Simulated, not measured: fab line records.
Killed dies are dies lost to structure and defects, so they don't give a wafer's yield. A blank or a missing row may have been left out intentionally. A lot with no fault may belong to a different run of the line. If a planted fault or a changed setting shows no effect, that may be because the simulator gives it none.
Which tool did it?    flow n5Finfet    10 lots with 30 wafers sampled at 6 steps, on a route of 1938 steps

WHAT THE GAUGES SHOWED, per wafer
N5_MOL_CONTACT_COAG_THK_MEAS_29.
lot   measured      on            MD_CAP_THK (nm)
L628  day 5 23:11   filmMetro-01  18.06 17.98 17.99
L635  day 7 21:17   filmMetro-01  17.94 18.07 17.94
L636  day 8 05:01   filmMetro-02  17.85 18.00 17.97
L638  day 8 12:53   filmMetro-02  17.96 18.06 18.00
L641  day 9 07:20   filmMetro-01  17.83 18.03 17.77
L643  day 9 21:47   filmMetro-02  17.70 17.91 17.88
L644  day 10 01:19  filmMetro-02  17.96 18.02 17.94
L645  day 10 05:35  filmMetro-01  17.93 18.00 17.91
L646  day 10 15:24  filmMetro-02  18.05 17.94 17.88
L647  day 10 18:47  filmMetro-01  17.83 17.83 17.86

N5_MOL_CONTACT_COAG_THK_MEAS_53.
lot   measured      on            VIA_MOL_THK (nm)
L628  day 6 03:01   filmMetro-02  44.4 44.5 45.2
L635  day 8 01:21   filmMetro-01  43.1 43.7 43.9
L636  day 8 09:15   filmMetro-01  41.3 43.6 44.2
L638  day 8 16:51   filmMetro-01  44.5 41.3 44.9
L641  day 9 11:26   filmMetro-02  44.1 44.4 45.0
L643  day 10 03:05  filmMetro-01  42.7 44.4 44.8
L644  day 10 05:45  filmMetro-02  43.7 44.0 43.9
L645  day 10 09:30  filmMetro-01  44.0 43.5 44.2
L646  day 10 19:55  filmMetro-01  44.6 43.9 44.1
L647  day 10 23:01  filmMetro-02  43.5 44.8 45.1

N5_BEOL_M4_RC_MEAS_101.
lot   measured      on         DIBL_N (mV/V)   DIBL_P (mV/V)   IOFF_N (nA/um)  IOFF_P (nA/um)  ION_N (uA/um)  ION_P (uA/um)  SS_N (mV/dec)   SS_P (mV/dec)   VT_N (mV)    VT_P (mV)
L628  day 8 10:10   prober-02  35.5 34.1 36.4  34.9 33.8 35.9  0.14 0.12 0.17  0.19 0.18 0.21  667 673 689    464 467 467    70.9 70.8 71.2  73.4 72.8 72.6  251 250 247  -251 -254 -250
L635  day 11 00:17  prober-01  33.6 35.7 33.9  32.4 35.6 32.6  0.11 0.14 0.11  0.16 0.21 0.17  655 661 666    450 459 455    70.5 70.5 70.8  71.7 73.2 73.0  251 249 255  -253 -251 -253
L636  day 11 04:16  prober-02  35.3 37.7 37.8  34.2 37.2 38.8  0.12 0.16 0.16  0.16 0.19 0.22  662 686 677    457 458 464    70.2 71.1 72.0  72.5 73.5 73.0  255 249 250  -255 -253 -252
L638  day 11 04:55  prober-01  37.7 34.2 35.3  39.0 34.5 36.8  0.17 0.12 0.14  0.26 0.19 0.22  668 659 666    463 464 460    71.2 71.6 71.3  73.8 72.0 73.0  251 252 250  -245 -250 -248
L641  day 12 13:05  prober-02  36.2 35.4 36.9  35.5 35.1 37.5  0.16 0.16 0.17  0.21 0.21 0.24  670 677 676    465 468 462    71.2 71.6 72.2  73.1 73.0 73.1  251 249 249  -249 -249 -249
L643  day 12 23:57  prober-01  35.2 37.4 36.4  34.0 36.2 34.2  0.13 0.18 0.15  0.18 0.22 0.19  668 685 661    460 467 455    71.4 71.3 70.8  72.7 72.8 73.1  250 245 249  -253 -251 -252
L644  day 12 20:08  prober-02  36.3 35.5 34.4  37.8 35.8 34.4  0.16 0.14 0.12  0.21 0.19 0.16  675 671 667    458 461 454    70.9 70.7 71.0  73.4 73.3 73.1  251 252 253  -251 -251 -254
L645  day 13 14:12  prober-01  37.8 36.2 37.1  37.2 34.0 34.9  0.16 0.12 0.15  0.25 0.19 0.21  669 673 675    459 462 470    71.8 71.5 70.9  73.6 72.6 72.3  247 255 249  -247 -251 -249
L646  day 13 15:37  prober-02  37.0 34.4 37.7  36.1 33.8 37.8  0.16 0.12 0.18  0.21 0.17 0.24  668 666 678    459 457 459    71.3 71.0 71.8  72.9 71.9 73.3  251 255 247  -250 -253 -249
L647  day 13 17:47  prober-01  34.9 35.1 34.1  36.8 35.5 35.1  0.15 0.14 0.13  0.17 0.16 0.16  665 672 666    450 451 454    70.6 71.4 71.0  73.9 73.2 73.1  252 252 255  -257 -259 -258

TOOL THAT RAN EACH LOT (tool first, then ch and the chambers of the sampled wafers, then the start)
lot   N5_MOL_CONTACT_COAG_ALD_20          N5_MOL_CONTACT_COAG_SPUTTER_143  N5_MOL_CONTACT_COAG_PECVD_31
L628  aldMetal-04 ch 0,2,3, day 5 16:29   pvdSputter-02, day 5 17:41       pecvd-04 ch 0,1, day 5 23:44
L635  aldMetal-02 ch 0,1,3, day 7 14:16   pvdSputter-01, day 7 15:48       pecvd-02 ch 0,1, day 7 21:49
L636  aldMetal-04 ch 0,2,3, day 7 22:17   pvdSputter-02, day 7 23:41       pecvd-01 ch 0,2, day 8 05:58
L638  aldMetal-02 ch 0,1, day 8 06:16     pvdSputter-01, day 8 07:13       pecvd-01 ch 0,1, day 8 13:25
L641  aldMetal-02 ch 1,2,3, day 8 23:38   pvdSputter-03, day 9 00:39       pecvd-02 ch 0,1,2, day 9 07:52
L643  aldMetal-04 ch 0,1,2, day 9 13:22   pvdSputter-01, day 9 15:37       pecvd-02 ch 0,1, day 9 23:29
L644  aldMetal-03 ch 0,3, day 9 18:50     pvdSputter-02, day 9 19:29       pecvd-02 ch 0,1, day 10 01:51
L645  aldMetal-04 ch 0,2,3, day 9 23:14   pvdSputter-03, day 10 00:11      pecvd-02 ch 0,1,2, day 10 06:08
L646  aldMetal-03 ch 0,1,2, day 10 07:10  pvdSputter-02, day 10 08:16      pecvd-04 ch 0,1,2, day 10 16:18
L647  aldMetal-03 ch 1,2, day 10 12:07    pvdSputter-03, day 10 13:14      pecvd-02 ch 0,2, day 10 19:20
- N5_MOL_CONTACT_COAG_ALD_20: deposits TiN, target thk 1.5 nm, pulse time 1 s, purge time 3 s.
- N5_MOL_CONTACT_COAG_SPUTTER_143: material Co, target thk 2.5 nm.
- N5_MOL_CONTACT_COAG_PECVD_31: deposits SiO2 from TEOS/O2, target thk 46 nm, time 8.9 s.

WHAT THE TOOLS THEMSELVES READ (means of the sampled wafers that have a number; where no wafer has one, the mark that the record gives instead)
N5_MOL_CONTACT_COAG_ALD_20.
lot   tool         heaterPowerW (W)  precursorPulseHeightRel
L628  aldMetal-04  874               0.992
L635  aldMetal-02  891               0.993
L636  aldMetal-04  875               0.993
L638  aldMetal-02  814               1.023
L641  aldMetal-02  916               1.003
L643  aldMetal-04  904               1.008
L644  aldMetal-03  947               0.986
L645  aldMetal-04  874               0.988
L646  aldMetal-03  846               1.002
L647  aldMetal-03  846               1.033

N5_MOL_CONTACT_COAG_SPUTTER_143.
lot   tool           substrateTempC (C)  throttleValvePct (%)
L628  pvdSputter-02  25.02               29.0
L635  pvdSputter-01  25.02               29.3
L636  pvdSputter-02  25.10               29.8
L638  pvdSputter-01  25.02               30.5
L641  pvdSputter-03  24.95               30.3
L643  pvdSputter-01  24.98               30.2
L644  pvdSputter-02  25.00               29.7
L645  pvdSputter-03  25.06               30.6
L646  pvdSputter-02  24.98               30.9
L647  pvdSputter-03  24.93               30.6

N5_MOL_CONTACT_COAG_PECVD_31.
lot   tool      susceptorTempC (C)
L628  pecvd-04  399.82
L635  pecvd-02  399.99
L636  pecvd-01  402.93
L638  pecvd-01  403.36
L641  pecvd-02  399.98
L643  pecvd-02  400.16
L644  pecvd-02  400.06
L645  pecvd-02  399.89
L646  pecvd-04  400.00
L647  pecvd-02  399.85

THE ANSWER, worked out from the rows above alone
Rule: the lots themselves supply what counts as usual. Put in order of their means at a reading, lots are off if they are a third of the lots or fewer, leave a main group of 4 or more, and stand apart from it by a gap of 3 or more times the standard deviation of the main group's means; of several such gaps the widest counts. The tables above print the reading to a certain number of digits; a main group whose means all agree to those digits is not used. Also off: a lot with no number at a reading for which 4 or more lots have one. Any other lot the step has rows for is counted as sound. The gauges are gone through in route order, then the tools' own readings, and for those a lot's mean is taken as printed above. The first step at which some lot is off is used, and at that step the reading that is off furthest; a lot without a number counts as furthest.
Off, at N5_MOL_CONTACT_COAG_PECVD_31 on susceptorTempC: L636, L638. The main group has a mean of 399.97 C with a standard deviation of 0.11.
A tool fits if, at that step or a process step before it, it ran every lot that is off, and no sound lot after the first of them. One candidate fits, namely pecvd-01 at N5_MOL_CONTACT_COAG_PECVD_31. It ran no sound lot before its first lot that is off in this sample, so the start can't be narrowed down.
On the lots that are off, the tool's own readings at N5_MOL_CONTACT_COAG_PECVD_31 differ by more than 5 times the standard deviation of the sound lots' means, which bears it out; susceptorTempC reads 403.14 C there versus 399.97 C on the sound lots.

WHAT THE SIMULATOR HAD PUT IN
pecvd-01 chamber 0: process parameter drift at N5_MOL_CONTACT_COAG_PECVD_31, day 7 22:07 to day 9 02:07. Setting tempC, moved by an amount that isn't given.
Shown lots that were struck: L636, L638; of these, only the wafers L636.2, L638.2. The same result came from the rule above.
